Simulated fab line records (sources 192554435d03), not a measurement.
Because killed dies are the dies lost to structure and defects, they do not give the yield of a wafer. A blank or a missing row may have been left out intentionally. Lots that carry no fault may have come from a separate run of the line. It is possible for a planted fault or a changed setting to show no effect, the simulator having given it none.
fab line records + flow n5_finfet
record
- lots=6
- wafers=17
- last_day=21
route steps=1938 shown BEOL_M15@1807 PASSIVATION@1936
lots that met no fault: from a run of the same line without faults
start_h: hours from the record's opening day to when the first of the lot's shown wafers began + wait_h: hours elapsed since this lot's preceding step + " identical to the entry in the row above + L1.1+2: a row that stands for several wafers + - no value, or no start given + * or withheld: withheld + < > ~ a bound
route shown NAME@n: names a module that has steps shown in the file, with the first one's number in the route + usual: mean/standard deviation taken from wafers without a fault + same: alike in all rows + chamber/n: place in a boat + sites: per-site readings + _std_site: standard deviation of those values + _edge_site: mean of outer sites minus mean of inner sites + radius_mm: for every site, how far away it sits from the centre of the wafer + mask NAME#n: copy n + behind: the most recent tool/chamber to have shaped the wafer + hold: cause of the lot's hold/its duration in hours/its outcome + device: the transistor (n, p or np) that didn't switch + end of line: tests of these same wafers at the route's end + a step with no rows: only its recipe + killed: dies that structure and defects cost at the first sort, which is not the same as the wafer's yield + map: per-die view of a wafer (x killed, . not killed, _ where there is no die)
set.NAME: setting as actually run; set.NAME@STEP: the setting as run at that earlier step + model.NAME: the simulator's own value behind a step, which no gauge read
lots seen at some steps along the route; tables by step, rows by wafer
services: from which hour (start_h, from the record's first day; less than 0 if before it) a tool's chamber was out of use, for how many hours, and why
## steps
# step N5_BEOL_M15_DESCUM_33
# recipe
- chemistry=O2
- time_s=7.9
- source_power_w=50
- bias_power_w=20
- pressure_mtorr=20
- rf_frequency_hz=2.712e+07
- temp_c=40
- o2_flow_sccm=225
# step N5_BEOL_M15_ETCH_61
# recipe
- chemistry=N2/H2
- target=BARC
- target_depth_a=890
- overetch_a=267
- time_s=67.9
- ion_energy_ev=200
- pressure_mtorr=30
- source_w=840
- bias_w=150
- n2_flow_sccm=200
- h2_flow_sccm=200
# step N5_BEOL_M15_TRENCH_ETCH_34
# recipe
- chemistry=C4F8/O2/Ar
- target=SiO2
- target_depth_a=8729.3
- he_inner_torr=15
- he_outer_torr=30
- time_s=199
- ion_energy_ev=800
- pressure_mtorr=20
- source_w=1905
- bias_w=2040
- Ar_flow_sccm=400
- C4F8_flow_sccm=16
- O2_flow_sccm=12
# step N5_BEOL_M15_STRIP_36
# recipe
- chemistry=O2
- power_w=600
- temp_c=60
- pressure_mtorr=30
- rf_frequency_hz=6e+07
- bias_power_w=0
- overash_fraction=0.3
- o2_flow_sccm=225
# usual
- drypump_motor_current_A=5.6/0.41
- oes_product_au=0.79/0.09
- rf_vpp_V=3.6/0.91
- showerhead_plenum_p_Torr=2.11/0.08
- throttle_valve_pct=16.6/0.31
| lot.wafer | tool        | chamber | start_h | wait_h | drypump_motor_current_A | oes_product_au | rf_hours_counter_h | rf_vpp_V | showerhead_plenum_p_Torr | throttle_valve_pct |
|-----------|-------------|---------|---------|--------|-------------------------|----------------|--------------------|----------|--------------------------|--------------------|
| L967.1    | rie_diel-03 | 3       | 366.92  | 3.9    | 6.5                     | 0.71           | 187                | 5.5      | 2.09                     | 16.7               |
| L967.2    | "           | 0       | "       | "      | 5.2                     | 0.85           | 46                 | 3.1      | 2.03                     | 16.6               |
| L967.6    | "           | 0       | "       | "      | 5.3                     | 0.87           | -                  | 2.1      | 2.03                     | 16.6               |
| L974.3    | rie_diel-02 | 0       | 389.37  | 1.5    | 5.8                     | 0.77           | 140                | 4.1      | 2.00                     | 16.7               |
| L974.4    | "           | 0       | "       | "      | 5.8                     | 0.77           | -                  | 3.3      | 2.00                     | 16.7               |
| L974.5    | "           | 1       | "       | "      | 4.8                     | 0.74           | -                  | 5.6      | 2.11                     | 17.1               |
| L979.1    | rie_diel-06 | 0       | 417.13  | 5.0    | 5.7                     | 0.84           | 79                 | 2.8      | 2.05                     | 16.4               |
| L979.2    | "           | 1       | "       | "      | 5.6                     | 0.71           | 207                | 2.4      | 2.00                     | 17.2               |
| L979.4    | "           | 3       | "       | "      | 5.4                     | 0.85           | 66                 | 2.4      | 2.19                     | 16.7               |
| L986.1    | rie_diel-02 | 0       | 463.05  | 3.8    | 5.8                     | 0.74           | 166                | 2.7      | 1.99                     | 16.7               |
| L986.5    | "           | 3       | "       | "      | 5.4                     | 0.73           | -                  | 4.6      | 2.20                     | 16.5               |
| L987.2    | rie_diel-02 | 1       | 465.67  | 0.7    | 4.8                     | 0.70           | 232                | 3.6      | 2.10                     | 17.2               |
| L987.5    | "           | 3       | "       | "      | 5.4                     | 0.74           | -                  | 3.3      | 2.20                     | 16.6               |
| L987.6    | "           | 2       | "       | "      | 5.8                     | 0.91           | -                  | 4.9      | 2.23                     | 16.7               |
| L990.1    | rie_diel-03 | 3       | 495.10  | 3.1    | 6.5                     | 0.66           | 229                | 3.6      | 2.08                     | 16.8               |
| L990.4    | "           | 0       | "       | "      | 5.2                     | 0.81           | 88                 | 4.8      | 2.02                     | 16.7               |
| L990.5    | "           | 0       | "       | "      | 5.2                     | 0.81           | -                  | 3.1      | 2.02                     | 16.7               |
# step N5_BEOL_M15_STRIP_62
# recipe
- chemistry=O2
- power_w=600
- temp_c=60
- pressure_mtorr=30
- rf_frequency_hz=6e+07
- bias_power_w=0
- overash_fraction=0.3
- o2_flow_sccm=225
# step N5_BEOL_M15_STRIP_37
# recipe
- chemistry=O2
- power_w=600
- temp_c=60
- pressure_mtorr=30
- rf_frequency_hz=6e+07
- bias_power_w=0
- overash_fraction=0.3
- o2_flow_sccm=225
# usual
- drypump_motor_current_A=5.6/0.41
- oes_product_au=0.79/0.091
- rf_vpp_V=3.7/0.64
- showerhead_plenum_p_Torr=2.11/0.08
- throttle_valve_pct=16.6/0.31
| lot.wafer | tool        | chamber | start_h | wait_h | drypump_motor_current_A | oes_product_au | rf_hours_counter_h | rf_vpp_V | showerhead_plenum_p_Torr | throttle_valve_pct |
|-----------|-------------|---------|---------|--------|-------------------------|----------------|--------------------|----------|--------------------------|--------------------|
| L967.1    | rie_diel-03 | 3       | -       | -      | 6.5                     | 0.70           | 187                | 3.1      | 2.09                     | 16.7               |
| L967.2    | "           | 0       | "       | "      | 5.2                     | 0.86           | 46                 | 3.8      | 2.03                     | 16.6               |
| L967.6    | "           | 0       | "       | "      | 5.2                     | 0.87           | -                  | 3.7      | 2.03                     | 16.6               |
| L974.3    | rie_diel-02 | 0       | -       | -      | 5.8                     | 0.76           | 140                | 3.4      | 2.00                     | 16.7               |
| L974.4    | "           | 0       | "       | "      | 5.8                     | 0.76           | -                  | 4.0      | 2.00                     | 16.7               |
| L974.5    | "           | 1       | "       | "      | 4.8                     | 0.73           | -                  | 4.5      | 2.11                     | 17.1               |
| L979.1    | rie_diel-06 | 0       | -       | -      | 5.7                     | 0.85           | 79                 | 3.1      | 2.05                     | 16.4               |
| L979.2    | "           | 1       | "       | "      | 5.6                     | 0.72           | 207                | 4.5      | 2.00                     | 17.3               |
| L979.4    | "           | 3       | "       | "      | 5.4                     | 0.85           | 66                 | 3.8      | 2.19                     | 16.7               |
| L986.1    | rie_diel-02 | 0       | -       | -      | 5.8                     | 0.73           | 166                | 3.3      | 1.99                     | 16.8               |
| L986.5    | "           | 3       | "       | "      | 5.4                     | 0.72           | -                  | 4.5      | 2.20                     | 16.5               |
| L987.2    | rie_diel-02 | 1       | -       | -      | 4.8                     | 0.71           | 232                | 5.2      | 2.10                     | 17.2               |
| L987.5    | "           | 3       | "       | "      | 5.4                     | 0.73           | -                  | 3.7      | 2.20                     | 16.5               |
| L987.6    | "           | 2       | "       | "      | 5.9                     | 0.91           | -                  | 3.2      | 2.23                     | 16.7               |
| L990.1    | rie_diel-03 | 3       | -       | -      | 6.5                     | 0.67           | 229                | 4.0      | 2.08                     | 16.8               |
| L990.4    | "           | 0       | "       | "      | 5.2                     | 0.80           | 88                 | 3.4      | 2.02                     | 16.7               |
| L990.5    | "           | 0       | "       | "      | 5.3                     | 0.80           | -                  | 3.2      | 2.02                     | 16.7               |
# step N5_BEOL_M15_ETCH_38
# recipe
- chemistry=CF4/N2
- target=SiCN
- target_depth_a=1064
- taper_deg=2
- time_s=120.5
- ion_energy_ev=150
- mask_material=SiO2
- pressure_mtorr=40
- source_w=430
- bias_w=70
- Ar_flow_sccm=100
- cf4_flow_sccm=60
- n2_flow_sccm=60
# usual
- bias_w=70.02/0.21
- drypump_motor_current_A=5.6/0.41
- mfc_ar_sccm=100.00/0.3
- oes_product_au=0.80/0.092
- rf_fwd_power_W=428.9/1.4
- rf_vpp_V=382.5/2.1
- showerhead_plenum_p_Torr=2.23/0.081
- throttle_valve_pct=15.5/0.31
| lot.wafer | tool        | chamber | start_h | wait_h | bias_w | drypump_motor_current_A | mfc_ar_sccm | oes_product_au | rf_fwd_power_W | rf_hours_counter_h | rf_vpp_V | showerhead_plenum_p_Torr | throttle_valve_pct |
|-----------|-------------|---------|---------|--------|--------|-------------------------|-------------|----------------|----------------|--------------------|----------|--------------------------|--------------------|
| L967.1    | rie_diel-03 | 3       | -       | -      | 70.02  | 6.4                     | 100.09      | 0.70           | 425.8          | 187                | 382.1    | 2.21                     | 15.6               |
| L967.2    | "           | 0       | "       | "      | 70.10  | 5.2                     | 99.74       | 0.87           | 430.3          | 46                 | 382.6    | 2.16                     | 15.4               |
| L967.6    | "           | 0       | "       | "      | 69.97  | 5.2                     | 100.13      | 0.87           | 431.5          | -                  | 380.1    | 2.16                     | 15.5               |
| L974.3    | rie_diel-02 | 0       | -       | -      | 69.85  | 5.8                     | 100.06      | 0.77           | 430.1          | 140                | 381.8    | 2.13                     | 15.6               |
| L974.4    | "           | 0       | "       | "      | 69.70  | 5.8                     | 100.22      | 0.77           | 428.6          | -                  | 380.3    | 2.13                     | 15.6               |
| L974.5    | "           | 1       | "       | "      | 70.02  | 4.8                     | 100.22      | 0.74           | 429.6          | -                  | 381.9    | 2.21                     | 15.8               |
| L979.1    | rie_diel-06 | 0       | -       | -      | 70.05  | 5.7                     | 100.45      | 0.84           | 425.1          | 79                 | 380.9    | 2.16                     | 15.1               |
| L979.2    | "           | 1       | "       | "      | 69.76  | 5.7                     | 100.91      | 0.71           | 427.7          | 207                | 379.5    | 2.11                     | 16.0               |
| L979.4    | "           | 3       | "       | "      | 69.96  | 5.4                     | 99.68       | 0.85           | 428.4          | 66                 | 385.2    | 2.34                     | 15.7               |
| L986.1    | rie_diel-02 | 0       | -       | -      | 70.16  | 5.8                     | 100.02      | 0.74           | 429.9          | 166                | 381.3    | 2.13                     | 15.7               |
| L986.5    | "           | 3       | "       | "      | 70.03  | 5.4                     | 99.82       | 0.75           | 428.2          | -                  | 384.3    | 2.30                     | 15.3               |
| L987.2    | rie_diel-02 | 1       | -       | -      | 69.91  | 4.8                     | 99.69       | 0.72           | 428.5          | 232                | 381.5    | 2.20                     | 15.9               |
| L987.5    | "           | 3       | "       | "      | 69.73  | 5.4                     | 99.82       | 0.75           | 429.1          | -                  | 384.9    | 2.30                     | 15.3               |
| L987.6    | "           | 2       | "       | "      | 70.10  | 5.9                     | 99.82       | 0.90           | 429.9          | -                  | 384.8    | 2.36                     | 15.5               |
| L990.1    | rie_diel-03 | 3       | -       | -      | 70.42  | 6.4                     | 99.89       | 0.67           | 429.1          | 229                | 382.2    | 2.20                     | 15.7               |
| L990.4    | "           | 0       | "       | "      | 70.70  | 5.2                     | 100.19      | 0.81           | 429.5          | 88                 | 382.1    | 2.15                     | 15.5               |
| L990.5    | "           | 0       | "       | "      | 69.99  | 5.2                     | 100.33      | 0.82           | 430.1          | -                  | 379.6    | 2.15                     | 15.6               |
# step N5_BEOL_M15_PRECLEAN_39
# recipe
- chemistry=residue_remover
- time_s=60
- temp_c=40
# step N5_BEOL_M15_SRD_40
# recipe
- time_s=30
- temp_c=23
- rinse_liquid=diw
- dry=n2_spin
- spin_rpm=1500
- dry_time_s=30
# step N5_BEOL_M15_DEGAS_41
# recipe
- ambient=vacuum
- temp_c=300
- time_s=60
# step N5_BEOL_M15_PRE_CLEAN_42
# recipe
- gas=H2/He
- time_s=30
- temp_c=300
# usual
- heater_power_w=463/65
| lot.wafer | tool           | chamber | start_h | wait_h | heater_power_w |
|-----------|----------------|---------|---------|--------|----------------|
| L967.1    | pvd_sputter-03 | -       | 367.59  | 0.0    | 436            |
| L967.2    | "              | -       | "       | "      | 486            |
| L967.6    | "              | -       | "       | "      | 538            |
| L974.3    | pvd_sputter-01 | -       | 390.70  | 0.0    | 398            |
| L974.4    | "              | -       | "       | "      | 451            |
| L974.5    | "              | -       | "       | "      | 384            |
| L979.1    | pvd_sputter-02 | -       | 418.23  | 0.0    | 447            |
| L979.2    | "              | -       | "       | "      | 381            |
| L979.4    | "              | -       | "       | "      | 576            |
| L986.1    | pvd_sputter-02 | -       | 463.64  | 0.0    | 429            |
| L986.5    | "              | -       | "       | "      | 426            |
| L987.2    | pvd_sputter-02 | -       | 466.20  | 0.0    | 438            |
| L987.5    | "              | -       | "       | "      | 435            |
| L987.6    | "              | -       | "       | "      | 392            |
| L990.1    | pvd_sputter-03 | -       | 496.09  | 0.0    | 534            |
| L990.4    | "              | -       | "       | "      | 446            |
| L990.5    | "              | -       | "       | "      | 497            |
# step N5_BEOL_M15_SPUTTER_43
# recipe
- material=TaN
- target_thk_a=150
- temp_c=50
- bias_v=168.6
- power_w=15000
- chamber_pressure_pa=0.12
- time_s=24.19
# usual
- cathode_dc_power_W=15000/2.5
- throttle_valve_pct=30.1/1.1
| lot.wafer | tool           | chamber | start_h | wait_h | cathode_dc_power_W | throttle_valve_pct | model.TaN_of_BEOL_M15_SPUTTER_43.thk_nm |
|-----------|----------------|---------|---------|--------|--------------------|--------------------|-----------------------------------------|
| L967.1    | pvd_sputter-03 | -       | 367.63  | 0.0    | 14997              | 28.9               | 15                                      |
| L967.2    | "              | -       | "       | "      | 15002              | 32.0               | 15                                      |
| L967.6    | "              | -       | "       | "      | 15002              | 30.2               | 15.2                                    |
| L974.3    | pvd_sputter-01 | -       | 390.74  | 0.0    | 15002              | 30.0               | 15.2                                    |
| L974.4    | "              | -       | "       | "      | 15001              | 28.9               | 14.8                                    |
| L974.5    | "              | -       | "       | "      | 15002              | 29.7               | 15                                      |
| L979.1    | pvd_sputter-02 | -       | 418.27  | 0.0    | 14999              | 30.7               | 14.8                                    |
| L979.2    | "              | -       | "       | "      | 15005              | 28.9               | 15                                      |
| L979.4    | "              | -       | "       | "      | 15001              | 30.8               | 15                                      |
| L986.1    | pvd_sputter-02 | -       | 463.68  | 0.0    | 14998              | 30.3               | 15                                      |
| L986.5    | "              | -       | "       | "      | 15005              | 30.5               | 19.4                                    |
| L987.2    | pvd_sputter-02 | -       | 466.24  | 0.0    | 14999              | 30.5               | 15                                      |
| L987.5    | "              | -       | "       | "      | 14999              | 30.5               | 19.4                                    |
| L987.6    | "              | -       | "       | "      | 15001              | 28.9               | 19.4                                    |
| L990.1    | pvd_sputter-03 | -       | 496.13  | 0.0    | 15005              | 30.0               | 15                                      |
| L990.4    | "              | -       | "       | "      | 14999              | 28.7               | 14.8                                    |
| L990.5    | "              | -       | "       | "      | 15002              | 31.9               | 15                                      |
# step N5_BEOL_M15_SPUTTER_44
# recipe
- material=Ta
- target_thk_a=150
- temp_c=50
- bias_v=80
- power_w=15000
- chamber_pressure_pa=0.07
- time_s=24.19
# usual
- cathode_dc_power_W=15000/2.7
- throttle_valve_pct=30.1/1.1
| lot.wafer | tool           | chamber | start_h | wait_h | cathode_dc_power_W | throttle_valve_pct |
|-----------|----------------|---------|---------|--------|--------------------|--------------------|
| L967.1    | pvd_sputter-03 | -       | 367.71  | 0.0    | 15001              | 28.8               |
| L967.2    | "              | -       | "       | "      | 15003              | 32.1               |
| L967.6    | "              | -       | "       | "      | 15002              | 30.1               |
| L974.3    | pvd_sputter-01 | -       | 390.82  | 0.0    | 15004              | 30.2               |
| L974.4    | "              | -       | "       | "      | 15006              | 28.6               |
| L974.5    | "              | -       | "       | "      | 14997              | 30.0               |
| L979.1    | pvd_sputter-02 | -       | 418.35  | 0.0    | 15003              | 30.6               |
| L979.2    | "              | -       | "       | "      | 14996              | 29.0               |
| L979.4    | "              | -       | "       | "      | 14999              | 30.8               |
| L986.1    | pvd_sputter-02 | -       | 463.76  | 0.0    | 15000              | 30.3               |
| L986.5    | "              | -       | "       | "      | 15000              | 30.5               |
| L987.2    | pvd_sputter-02 | -       | 466.32  | 0.0    | 15002              | 30.5               |
| L987.5    | "              | -       | "       | "      | 14999              | 30.1               |
| L987.6    | "              | -       | "       | "      | 15004              | 28.8               |
| L990.1    | pvd_sputter-03 | -       | 496.21  | 0.0    | 15001              | 29.9               |
| L990.4    | "              | -       | "       | "      | 15001              | 28.8               |
| L990.5    | "              | -       | "       | "      | 14999              | 31.9               |
# step N5_BEOL_M15_SPUTTER_45
# recipe
- material=Cu
- target_thk_a=1000
- temp_c=-20
- bias_v=60
- power_w=26000
- chamber_pressure_pa=0.13
- time_s=16.67
# step N5_BEOL_M15_ECD_47
# recipe
- material=Cu
- target_thk_a=18600
# step N5_BEOL_M15_ANNEAL_48
# recipe
- temp_c=225
- time_s=90
- ambient=N2
# step N5_BEOL_M15_CMP_49
# recipe
- stop_on=SiO2
- t_overpolish_s=4.9
- down_force_psi=2
- platen_rpm=80
- clearing_platen_down_force_psi=2
- clearing_platen_rpm=80
- post_cmp_clean=cu_alkaline
- target_thk_nm=850
- clearing_platen_pad_velocity_m_s=1.5917
- pad_velocity_m_s=1.5917
# usual
- barrier_field_endpoint_s=11.37/0.29
- motor_current_A=8.0/0.65
| lot.wafer | tool   | chamber | start_h | wait_h | barrier_field_endpoint_s | motor_current_A |
|-----------|--------|---------|---------|--------|--------------------------|-----------------|
| L967.2    | cmp-03 | 1       | 368.50  | 0.2    | 11.77                    | 8.0             |
| L967.1    | "      | 2       | "       | "      | 11.40                    | 7.9             |
| L967.6    | "      | 2       | "       | "      | 11.12                    | 8.3             |
| L974.3    | cmp-01 | 3       | 391.84  | 0.2    | 11.14                    | 6.5             |
| L974.4    | "      | 0       | "       | "      | 11.67                    | 8.2             |
| L974.5    | "      | 3       | "       | "      | 11.03                    | 6.7             |
| L979.4    | cmp-04 | 2       | 419.08  | 0.1    | 11.30                    | 7.6             |
| L979.1    | "      | 3       | "       | "      | 11.42                    | 8.5             |
| L979.2    | "      | 1       | "       | "      | 10.99                    | 8.8             |
| L986.1    | cmp-04 | 2       | 464.81  | 0.4    | 11.49                    | 7.9             |
| L986.5    | "      | 0       | "       | "      | 13.60                    | 7.1             |
| L987.2    | cmp-04 | 3       | 467.52  | 0.3    | 10.72                    | 7.8             |
| L987.5    | "      | 2       | "       | "      | 12.77                    | 7.7             |
| L987.6    | "      | 3       | "       | "      | 12.48                    | 7.9             |
| L990.1    | cmp-03 | 1       | 496.97  | 0.3    | 11.63                    | 8.1             |
| L990.4    | "      | 3       | "       | "      | 11.34                    | 8.9             |
| L990.5    | "      | 2       | "       | "      | 11.16                    | 8.0             |
# step N5_BEOL_M15_THK_MEAS_50
# recipe
- thk_meas_gauge=xrf
- reads=Cu_of_BEOL_M15_ECD_47
# usual
- M15_THK=821/19
| lot.wafer | tool          | chamber | start_h | wait_h | M15_THK[nm] |
|-----------|---------------|---------|---------|--------|-------------|
| L967.1    | film_metro-02 | -       | 368.80  | -      | 789         |
| L967.2    | "             | -       | "       | "      | 869         |
| L967.6    | "             | -       | "       | "      | 820         |
| L974.3    | film_metro-02 | -       | 392.13  | -      | 828         |
| L974.4    | "             | -       | "       | "      | 803         |
| L974.5    | "             | -       | "       | "      | 822         |
| L979.1    | film_metro-02 | -       | 419.38  | -      | 816         |
| L979.2    | "             | -       | "       | "      | 791         |
| L979.4    | "             | -       | "       | "      | 810         |
| L986.1    | film_metro-01 | -       | 464.99  | -      | 865         |
| L986.5    | "             | -       | "       | "      | 823         |
| L987.2    | film_metro-02 | -       | 467.77  | -      | 818         |
| L987.5    | "             | -       | "       | "      | 820         |
| L987.6    | "             | -       | "       | "      | 823         |
| L990.1    | film_metro-01 | -       | 497.27  | -      | 829         |
| L990.4    | "             | -       | "       | "      | 820         |
| L990.5    | "             | -       | "       | "      | 816         |
# step N5_PASSIVATION_PROBE_49
# usual
- defect_limited_yield=91.1/1.4
- killed_at_M0_to_M3=34/9.6
- killed_at_M4_up=15/5.3
- killed_at_contacts=12/6.1
- killed_at_front_end=40/11
- killed_at_other=3.5/2.8
- killed_dies=105/17
- killed_on_rim=14/4.3
- killed_open=70/12
- killed_short=34/7.7
- sort_bin_4_leakage=0.01/0.07
- sort_bin_5_function=5.2/0.97
- sort_bin_6_memory=3.4/0.62
- sort_n_pass=1075/17
- sort_yield_pct=91.1/1.4
# same
- gross_dies=1180
- killed_at_back_side=0
- sort_bin_8_speed[%]=0
| lot.wafer | tool      | chamber | start_h | wait_h | defect_limited_yield[%] | killed_at_M0_to_M3 | killed_at_M4_up | killed_at_contacts | killed_at_front_end | killed_at_other | killed_dies | killed_on_rim | killed_open | killed_short | sort_bin_4_leakage[%] | sort_bin_5_function[%] | sort_bin_6_memory[%] | sort_n_pass | sort_yield_pct[%] |
|-----------|-----------|---------|---------|--------|-------------------------|--------------------|-----------------|--------------------|---------------------|-----------------|-------------|---------------|-------------|--------------|-----------------------|------------------------|----------------------|-------------|-------------------|
| L974.3    | prober-02 | -       | 407.94  | 0.1    | 91.6                    | 51                 | 15              | 12                 | 16                  | 5               | 99          | 10            | 60          | 39           | 0                     | 4.6                    | 3.6                  | 1081        | 91.6              |
| L974.4    | prober-02 | -       | 407.99  | 0.2    | 91.8                    | 51                 | 13              | 2                  | 29                  | 2               | 97          | 18            | 57          | 40           | 0                     | 4.7                    | 3.0                  | 1083        | 91.8              |
| L974.5    | prober-02 | -       | 408.04  | 0.2    | 92.9                    | 39                 | 9               | 9                  | 23                  | 4               | 84          | 13            | 62          | 20           | 0                     | 4.1                    | 2.8                  | 1096        | 92.9              |
| L979.1    | prober-01 | -       | 433.44  | 0.0    | 91.9                    | 29                 | 17              | 10                 | 36                  | 3               | 95          | 11            | 71          | 24           | 0                     | 4.3                    | 3.6                  | 1085        | 91.9              |
| L979.2    | prober-01 | -       | 433.49  | 0.1    | 90.8                    | 30                 | 14              | 31                 | 32                  | 1               | 108         | 17            | 80          | 28           | 0                     | 5.4                    | 3.1                  | 1072        | 90.8              |
| L979.4    | prober-01 | -       | 433.59  | 0.2    | 93.7                    | 35                 | 14              | 9                  | 16                  | 0               | 74          | 5             | 57          | 15           | 0                     | 3.7                    | 2.2                  | 1106        | 93.7              |
| L986.1    | prober-01 | -       | 480.34  | 0.0    | 91.0                    | 41                 | 7               | 17                 | 39                  | 2               | 106         | 16            | 59          | 45           | 0                     | 5.3                    | 3.4                  | 1074        | 91.0              |
| L986.5    | prober-01 | -       | 480.54  | 0.2    | 87.1                    | 40                 | 12              | 13                 | 82                  | 5               | 152         | 28            | 86          | 44           | 0                     | 6.2                    | 4.3                  | 1028        | 87.1              |
| L987.2    | prober-02 | -       | 483.01  | 0.1    | 92.9                    | 26                 | 11              | 7                  | 32                  | 8               | 84          | 9             | 53          | 31           | 0                     | 4.0                    | 2.8                  | 1096        | 92.9              |
| L987.5    | prober-02 | -       | 483.16  | 0.2    | 92.2                    | 25                 | 14              | 16                 | 33                  | 4               | 92          | 17            | 61          | 28           | 0                     | 4.2                    | 3.5                  | 1088        | 92.2              |
| L987.6    | prober-02 | -       | 483.21  | 0.3    | 91.6                    | 28                 | 6               | 3                  | 55                  | 7               | 99          | 18            | 63          | 35           | 0                     | 4.4                    | 3.3                  | 1081        | 91.6              |
# killed by level:class
L974.3 BEOL_M0_SAQP:geometric_particle:short=17 MOL_CONTACT_COAG:geometric_particle:open=10 BEOL_M0_SAQP:geometric_particle:open=9 BEOL_M1:geometric_particle:open=7 BEOL_M3:geometric_particle:open=7 BEOL_M1:geometric_particle:short=5 BEOL_M2:geometric_particle:open=5 STI_FIN_REVEAL:geometric_particle:open=4
L974.4 BEOL_M2:geometric_particle:open=11 BEOL_M0_SAQP:geometric_particle:short=9 BEOL_M0_SAQP:geometric_particle:open=7 BEOL_M5:geometric_particle:open=6 FIN_SAQP:geometric_particle:open=6 BEOL_M0:geometric_particle:open=6 FIN_SAQP:geometric_particle:short=5 BEOL_M1:geometric_particle:open=5
L974.5 BEOL_M3:geometric_particle:open=10 MOL_CONTACT_COAG:geometric_particle:open=8 BEOL_M0_SAQP:geometric_particle:open=7 BEOL_M1:geometric_particle:open=7 STI_FIN_REVEAL:geometric_particle:open=5 BEOL_M0_SAQP:geometric_particle:short=5 FIN_SAQP:geometric_particle:open=4 STARTING-WAFER:geometric_particle:open=4
L979.1 STI_FIN_REVEAL:geometric_particle:open=11 BEOL_M3:geometric_particle:open=10 MOL_CONTACT_COAG:geometric_particle:open=8 BEOL_M4:geometric_particle:open=7 BEOL_M1:geometric_particle:open=7 FIN_SAQP:geometric_particle:open=4 GATE_CUT:geometric_particle:short=4 GATE_CUT:geometric_particle:open=4
L979.2 MOL_CONTACT_COAG:geometric_particle:open=28 BEOL_M3:geometric_particle:open=15 BEOL_M4:geometric_particle:open=9 GATE_CUT:geometric_particle:short=7 STI_FIN_REVEAL:geometric_particle:open=6 GATE_CUT:geometric_particle:open=5 STARTING-WAFER:geometric_particle:short=5 BEOL_M0_SAQP:geometric_particle:open=4
L979.4 BEOL_M3:geometric_particle:open=15 BEOL_M4:geometric_particle:open=9 MOL_CONTACT_COAG:geometric_particle:open=8 BEOL_M2:geometric_particle:open=8 BEOL_M3:geometric_particle:short=5 STARTING-WAFER:geometric_particle:open=4 FIN_SAQP:geometric_particle:open=2 FIN_SAQP:geometric_particle:short=2
L986.1 MOL_CONTACT_COAG:geometric_particle:open=13 BEOL_M2:geometric_particle:open=13 FIN_SAQP:geometric_particle:short=12 BEOL_M0_SAQP:geometric_particle:short=9 BEOL_M0_SAQP:geometric_particle:open=6 FIN_SAQP:geometric_particle:open=5 DUMMY_GATE:geometric_particle:open=5 GATE_CUT:geometric_particle:short=5
L986.5 HKMG_FIN:area_etch=22 GATE_CUT:geometric_particle:short=13 MOL_CONTACT_COAG:geometric_particle:open=13 BEOL_M2:geometric_particle:open=13 STI_FIN_REVEAL:geometric_particle:open=12 FIN_SAQP:geometric_particle:open=9 FIN_SAQP:geometric_particle:short=7 BEOL_M0_SAQP:geometric_particle:short=7
L987.2 FIN_SAQP:geometric_particle:short=8 BEOL_M0_SAQP:geometric_particle:short=7 MOL_CONTACT_COAG:geometric_particle:open=6 BEOL_M0_SAQP:geometric_particle:open=6 STI_FIN_REVEAL:geometric_particle:open=5 BEOL_M3:geometric_particle:open=5 BEOL_M4:geometric_particle:open=5 FIN_SAQP:geometric_particle:open=4
L987.5 MOL_CONTACT_COAG:geometric_particle:open=14 FIN_SAQP:geometric_particle:open=6 BEOL_M0_SAQP:geometric_particle:short=5 BEOL_M2:geometric_particle:open=5 BEOL_M4:geometric_particle:short=5 DUMMY_GATE:geometric_particle:open=4 DUMMY_GATE:geometric_particle:short=4 GATE_CUT:geometric_particle:open=4
L987.6 DUMMY_GATE:geometric_particle:open=12 FIN_SAQP:geometric_particle:short=10 STI_FIN_REVEAL:geometric_particle:open=9 FIN_SAQP:geometric_particle:open=8 BEOL_M0_SAQP:geometric_particle:open=8 BEOL_M0_SAQP:geometric_particle:short=5 BEOL_M2:geometric_particle:open=4 BEOL_M3:geometric_particle:open=4
## services
| tool           | chamber | start_h | hours | kind                          |
|----------------|---------|---------|-------|-------------------------------|
| rie_diel-02    | 1       | 357.58  | 23.7  | repair                        |
| rie_diel-02    | -       | 358.10  | 0.8   | repair                        |
| rie_diel-03    | 2       | 363.34  | -     | clean                         |
| rie_diel-03    | 2       | 363.34  | -     | consumable_replace:focus_ring |
| rie_diel-03    | 2       | 363.34  | -     | consumable_replace:showerhead |
| cmp-03         | -       | 372.88  | 3.3   | repair                        |
| cmp-01         | -       | 380.94  | 0.4   | repair                        |
| rie_diel-02    | 2       | 383.25  | -     | clean                         |
| rie_diel-02    | 2       | 383.25  | -     | consumable_replace:focus_ring |
| rie_diel-02    | 2       | 383.25  | -     | consumable_replace:showerhead |
| rie_diel-02    | 2       | 383.25  | 17.0  | scheduled_down                |
| rie_diel-02    | 2       | 383.25  | 17.0  | vent_cycle                    |
| pvd_sputter-02 | -       | 409.67  | 7.3   | repair                        |
| cmp-01         | -       | 410.01  | 7.3   | pm                            |
| cmp-01         | -       | 422.39  | 0.8   | repair                        |
| pvd_sputter-01 | -       | 426.95  | 3.4   | repair                        |
| cmp-04         | -       | 446.71  | 10.9  | repair                        |
| cmp-03         | -       | 454.68  | 1.9   | repair                        |
| rie_diel-03    | 1       | 455.53  | 2.6   | repair                        |
| cmp-01         | -       | 459.46  | 0.5   | repair                        |
| cmp-01         | -       | 460.55  | 7.4   | pm                            |
| rie_diel-03    | 2       | 474.60  | 14.4  | repair                        |
| cmp-03         | -       | 493.40  | 0.6   | repair                        |
| cmp-01         | -       | 494.13  | 11.6  | pm                            |
## key
first_sign
- step=N5_BEOL_M15_CMP_49
- reading=barrier_field_endpoint_s
- direction=up
- sigmas=5.4
- usual=11.37
- struck=12.95
effect none on later readings
model_effect
- step=N5_BEOL_M15_SPUTTER_43
- value=TaN_of_BEOL_M15_SPUTTER_43.thk_nm
- without=15.13
- struck=19.4
met_at N5_BEOL_M15_SPUTTER_43
struck_wafers L986.5,L987.5,L987.6
baseline_loss
- step=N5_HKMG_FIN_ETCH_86
- wafers=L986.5
onset_between 418.27 463.68
fault
- kind=process_parameter_drift
- tool=pvd_sputter-02
- chamber=-
- onset_h=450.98
- steps=N5_BEOL_M15_SPUTTER_43
- channel=time_s
- offset=*
- shape=step
- end_h=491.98
- scope=struck_wafers_only
- acts_in=*
- stated=*
# baseline_loss: these wafers lose ten dies or more at that step, a loss of the line's own and not of a fault; the sort's usual values leave them out
